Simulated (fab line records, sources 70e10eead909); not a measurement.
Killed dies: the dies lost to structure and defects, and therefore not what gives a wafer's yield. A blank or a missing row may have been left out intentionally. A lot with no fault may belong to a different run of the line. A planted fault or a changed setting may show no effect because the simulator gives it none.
A struck lot beside a sound one ; flow nandHarc ; 13 steps out of a route of 1159
Sound: the wafers L969.2, L969.3, L969.5. Wafers struck: L983.1, L983.2, L983.3. At the end, the cause is stated.
At each step with rows: each side's tool, then ch and its chambers, then its first start. Under that, the readings that differ: sound wafers ; struck wafers ; difference of the means ; sigmas: that difference in standard deviations of wafers without a fault.
alike: same words and numbers on both sides, and readings whose means sit less than 2 such deviations apart. not compared: any withheld reading, any reading some wafer has no value for, any bound like >300 that may hide the same value, and any number with overlapping values for which the record gives no deviation.
Wherever a step has rows on one side only, a row that says differs or no value, or a row with sigmas, the two part there. When numbers do not overlap yet have no deviation, they are printed without sigmas and do not part them. A reading missing from all wafers of one side parts the sides only when that side holds two or more wafers.

first, 10 steps without rows for these wafers: NHARC_A_STAIRCASE_SRD_241; NHARC_A_STAIRCASE_DEHYDRATE_242 (time 120 s); NHARC_A_STAIRCASE_HMDS_243 (time 30 s); NHARC_A_STAIRCASE_COAT_244; NHARC_A_STAIRCASE_SOFTBAKE_245 (time 170 s); NHARC_A_STAIRCASE_EBR_246; NHARC_A_STAIRCASE_EXPOSE_247 (exposes mask SDS 1); NHARC_A_STAIRCASE_PEB_248 (peb time 130 s); NHARC_A_STAIRCASE_DEVELOP_249 (time 140 s); NHARC_A_STAIRCASE_HARDBAKE_251 (time 140 s).
NHARC_A_STAIRCASE_DESCUM_252: chemistry O2, time 3 s.
  sound on rieDiel-02 ch 1,2,3, day 13 04:28; struck on rieDiel-11 ch 0,1,2, day 15 19:21
  alike: drypumpMotorCurrentA, o2FlowSccm, oesProductAu, rfVppV, showerheadPlenumPTorr, throttleValvePct
  not compared: rfHoursCounterH
NHARC_A_STAIRCASE_ETCH_253: etches the open film in C4F8/O2, target depth 50 nm, time 20.2 s.
  sound on rieDiel-02 ch 0,2,3, day 13 04:34; struck on rieDiel-11 ch 1,2,3, day 15 19:28
reading;sound;struck;difference;sigmas
runLengthS (s);41.55 41.66 41.34;31.37 31.58 31.28;-10.11;-36
  alike: oesProductAu, rfVppV
  not compared: rfHoursCounterH
NHARC_A_STAIRCASE_STRIP_254: strips in O2.
  sound on plasmaAsher-02 ch 0,1, day 13 04:38; struck on plasmaAsher-01 ch 0,1, day 15 19:33
  alike: drypumpMotorCurrentA, heaterPowerW
  not compared: rfHoursCounterH

WHERE THEY PART
Within this record, at NHARC_A_STAIRCASE_ETCH_253 only. Later steps at which nothing parts them and some readings are alike: NHARC_A_STAIRCASE_STRIP_254.

WHY: what had been put in by the simulator
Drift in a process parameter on rieDiel-11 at NHARC_A_STAIRCASE_ETCH_253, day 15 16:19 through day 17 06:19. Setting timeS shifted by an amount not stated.
